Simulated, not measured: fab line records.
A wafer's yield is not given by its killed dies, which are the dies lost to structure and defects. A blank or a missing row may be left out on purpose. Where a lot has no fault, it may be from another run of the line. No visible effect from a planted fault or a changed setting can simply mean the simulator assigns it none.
A single fault, viewed from 3 desks | flow n5_finfet | each desk has only its own numbers; what lay behind them comes last

## THE METROLOGY DESK
What the gauges read, lot by lot, whatever tool the lot ran on: means of the sampled wafers that have a number. The brackets show how far a lot's mean lies from the usual mean; more than 4 standard deviations puts the lot out of limits, marked OUT.
Columns: A = cd_nm at N5_BEOL_M5_CD_MEAS_28, usual 30.70 nm; B = V4_OVL at N5_BEOL_M5_OVL_MEAS_29, usual -0.2 nm
lot  | first seen here | A     | B
L517 | day 8 07:07     | 30.66 | 0.3
L528 | day 11 11:13    | 30.63 | -0.5
L530 | day 11 11:16    | 30.61 | -0.4
L529 | day 11 19:49    | 30.66 | 0.5
L532 | day 11 23:27    | 30.88 | 0.6
L539 | day 14 02:55    | 30.69 | -1.2
L540 | day 14 07:20    | 30.96 | -0.6
This desk's verdict: no lot among the 7 shows anything out of limits.

## TOOL OWNER'S DESK, rie_diel-02
The tool's own readings at N5_BEOL_M5_ETCH_68 (etches SOC in N2/H2, target depth 80 nm, overetch 16 nm, time 120 s): means of the sampled wafers that have a number, for each lot that ran on this tool. The brackets show how far a lot's mean lies from the usual mean; more than 4 standard deviations puts the lot out of limits, marked OUT.
Columns: A = bias_w at N5_BEOL_M5_ETCH_68, usual 150.0 W; B = drypump_motor_current_A at N5_BEOL_M5_ETCH_68, usual 5.5 A; C = oes_product_au at N5_BEOL_M5_ETCH_68, usual 0.58 a.u.; D = rf_vpp_V at N5_BEOL_M5_ETCH_68, usual 524 V; E = showerhead_plenum_p_Torr at N5_BEOL_M5_ETCH_68, usual 2.54 Torr; F = throttle_valve_pct at N5_BEOL_M5_ETCH_68, usual 17.91 %
lot  | first seen here | A     | B   | C    | D   | E    | F
L530 | day 11 11:40    | 150.1 | 5.4 | 0.56 | 521 | 2.42 | 17.95
L529 | day 11 20:09    | 150.1 | 5.2 | 0.55 | 522 | 2.49 | 18.00
L532 | day 11 23:39    | 150.0 | 5.5 | 0.58 | 523 | 2.46 | 17.74
L539 | day 14 03:14    | 150.2 | 5.8 | 0.56 | 520 | 2.39 | 18.17
L540 | day 14 07:32    | 150.8 | 5.4 | 0.59 | 525 | 2.57 | 17.63
This desk's verdict: no lot among the 5 shows anything out of limits.

## THE DEFECT DESK
Lot by lot, what the route's inspections counted, given as the mean of those sampled wafers with a number. The brackets show how far a lot's mean lies from the usual mean; more than 4 standard deviations puts the lot out of limits, marked OUT.
Columns: A = raw_defect_count at N5_BEOL_M5_INSPECT_30, usual 422
lot  | first seen here | A
L517 | day 8 07:12     | 448
L528 | day 11 11:18    | 387
L530 | day 11 11:21    | 372
L529 | day 11 19:54    | 469
L532 | day 11 23:32    | 572
L539 | day 14 03:00    | 480
L540 | day 14 07:25    | 426
This desk's verdict: no lot among the 7 shows anything out of limits.

## PUT TOGETHER
Metrology desk: nothing out of limits seen.
The tool owner's desk saw nothing out of limits.
Nothing the defect desk looked at was out of limits.

## WHAT THE SIMULATOR HAD PUT IN
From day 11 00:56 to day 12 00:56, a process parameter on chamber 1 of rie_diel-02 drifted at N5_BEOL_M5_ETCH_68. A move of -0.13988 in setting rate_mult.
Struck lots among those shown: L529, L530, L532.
